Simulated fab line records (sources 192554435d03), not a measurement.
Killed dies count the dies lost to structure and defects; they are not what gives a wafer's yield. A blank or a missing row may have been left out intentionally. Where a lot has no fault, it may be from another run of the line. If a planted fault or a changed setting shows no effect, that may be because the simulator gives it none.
A struck lot beside a sound one | flow n5Finfet | 36 out of 1938 route steps
Sound: these wafers, L912.2, L912.4, L912.6. Struck: wafer L899.4 (left out: L899.1, L899.2 of the same lot, which were not struck); the cause appears at the end.
Order at every step that has rows: each side's tool, ch and its chambers, its first start. Under that, the readings that differ: sound wafers | struck wafers | difference of the means | sigmas: that difference in standard deviations of wafers without a fault.
alike: readings whose means differ by less than 2 such deviations, and words and numbers that are the same on both sides. not compared: withheld readings, readings that some wafer has no value for, bounds like >300 that may hide the same value, and numbers for which the record gives no deviation and whose values overlap.
A row with sigmas, a row that says differs or no value, or rows on one side alone: a step with any of these is where the two part. Numbers that have no deviation but don't overlap get no sigmas and don't part them. A reading that every wafer of one side lacks parts them only if that side has two wafers or more.

first, 10 steps without rows for these wafers: N5_STI_FIN_REVEAL_PRECLEAN_18 (cleans in SC2, time 45 s); N5_STI_FIN_REVEAL_SRD_28 (time 30 s); N5_DUMMY_GATE_PRECLEAN_00 (cleans in O3/DIW, time 60 s); N5_DUMMY_GATE_SRD_01 (time 30 s); N5_DUMMY_GATE_ALD_02 (deposits SiO2, target thk 2 nm, pulse time 1 s); N5_DUMMY_GATE_CVD_03 (deposits a-Si from SiH4, target thk 150 nm, time 8042 s); N5_DUMMY_GATE_PRECLEAN_46 (cleans in DIW, time 89.5 s); N5_DUMMY_GATE_SRD_47 (dry time 32 s); N5_DUMMY_GATE_CMP_04 (polishes a-Si); N5_DUMMY_GATE_HM_DEP_06 (deposits SiNx from DCS/NH3, target thk 80 nm, time 5141 s).
N5_DUMMY_GATE_PECVD_30: deposits SiO2 from TEOS/O2, target thk 55 nm, time 10.8 s.
  sound on pecvd-03 ch 1,2, day 7 18:45; struck on pecvd-03 ch 2, day 4 10:11
reading                                      | sound        | struck | difference | sigmas
model.SiO2_of_DUMMY_GATE_PECVD_30.thkNm (nm) | 55.4 56.4 56 | 57.4   | +1.5       | 
  not compared: sinceWetCleanH
then, 22 steps without rows for these wafers: N5_DUMMY_GATE_COAT_34 (time 60 s, resist thk 60 nm); N5_DUMMY_GATE_COAT_35 (time 60 s, resist thk 10 nm); N5_DUMMY_GATE_COAT_28 (time 60 s, resist thk 10 nm); N5_DUMMY_GATE_COAT_09 (resist thk 30 nm); N5_DUMMY_GATE_EBR_11; N5_DUMMY_GATE_SOFTBAKE_10 (time 60 s); N5_DUMMY_GATE_EXPOSE_12 (exposes mask GATE, target cd 25 nm); N5_DUMMY_GATE_PEB_13 (peb time 60 s); N5_DUMMY_GATE_DEVELOP_14 (develop time 30 s); N5_DUMMY_GATE_DESCUM_20 (chemistry O2, time 6.2 s); N5_DUMMY_GATE_ETCH_29 (etches underlayer in N2/H2, target depth 13 nm); N5_DUMMY_GATE_ETCH_36 (etches SiARC in CF4, target depth 13 nm); N5_DUMMY_GATE_ETCH_37 (etches SOC in N2/H2, target depth 60 nm, overetch 30 nm); N5_DUMMY_GATE_STRIP_38 (strips in N2/H2); N5_DUMMY_GATE_STRIP_39 (strips in N2/H2); N5_DUMMY_GATE_TRIM_49 (chemistry O2, time 29 s, target cd 14 nm); N5_DUMMY_GATE_STRIP_40 (strips in CF4); N5_DUMMY_GATE_ETCH_31 (etches SiO2 in C4F6/O2, target depth 82.5 nm, time 27.5 s); N5_DUMMY_GATE_STRIP_41 (strips in O2); N5_DUMMY_GATE_HM_OPEN_21 (chemistry CH3F/O2, target SiNx, target depth 120 nm, time 171.4 s); N5_DUMMY_GATE_ETCH_32 (etches SiO2 in CF4, target depth 3.5 nm, time 3.9 s); N5_DUMMY_GATE_ETCH_23 (etches poly-Si in HBr/Cl2/O2, target depth 41 nm, time 22.3 s).
N5_DUMMY_GATE_ETCH_44: etches poly-Si in HBr/O2, stops on SiO2, target depth 127.5 nm.
  sound on rieSi-05 ch 1,2, day 8 03:52; struck on rieSi-06 ch 2, day 4 11:25
reading                                      | sound        | struck | difference | sigmas
model.SiO2_of_DUMMY_GATE_PECVD_30.thkNm (nm) | 38.4 39.6 39 | 40.4   | +1.4       | 
  alike: drypumpMotorCurrentA, oesProductAu, throttleValvePct
  not compared: rfHoursCounterH
-- record jumps: 7 days separate the struck wafers' starts on either side; left off in module DUMMY_GATE, taken up again in module BEOL_M4, whose first shown step is the route's number 1111 --
N5_BEOL_M4_RC_MEAS_101:
  sound on prober-02 ch 0, day 14 12:19; struck on prober-01 ch 0, day 11 17:00
reading        | sound             | struck | difference | sigmas
DIBL_N (mV/V)  | 37.0 37.1 39.0    | 34.7   | -3.0       | -2
IOFF_N (nA/um) | 0.177 0.184 0.244 | 0.136  | -0.066     | -3
IOFF_P (nA/um) | 0.254 0.257 0.318 | 0.178  | -0.098     | -3
ION_N (uA/um)  | 684 686 707       | 674    | -18        | -2
ION_P (uA/um)  | 472 476 482       | 464    | -13        | -2
VT_N (mV)      | 247.8 246.6 244.1 | 255.9  | +9.7       | +4
VT_P (mV)      | -245 -245 -244    | -254   | -9         | -3
  alike: DIBL_P, SS_N, SS_P
following that, these wafers have no rows for 1 step: N5_PASSIVATION_PROBE_49.

== WHERE THEY PART ==
Within this record, at N5_BEOL_M4_RC_MEAS_101 only.

WHY: what had been put in by the simulator
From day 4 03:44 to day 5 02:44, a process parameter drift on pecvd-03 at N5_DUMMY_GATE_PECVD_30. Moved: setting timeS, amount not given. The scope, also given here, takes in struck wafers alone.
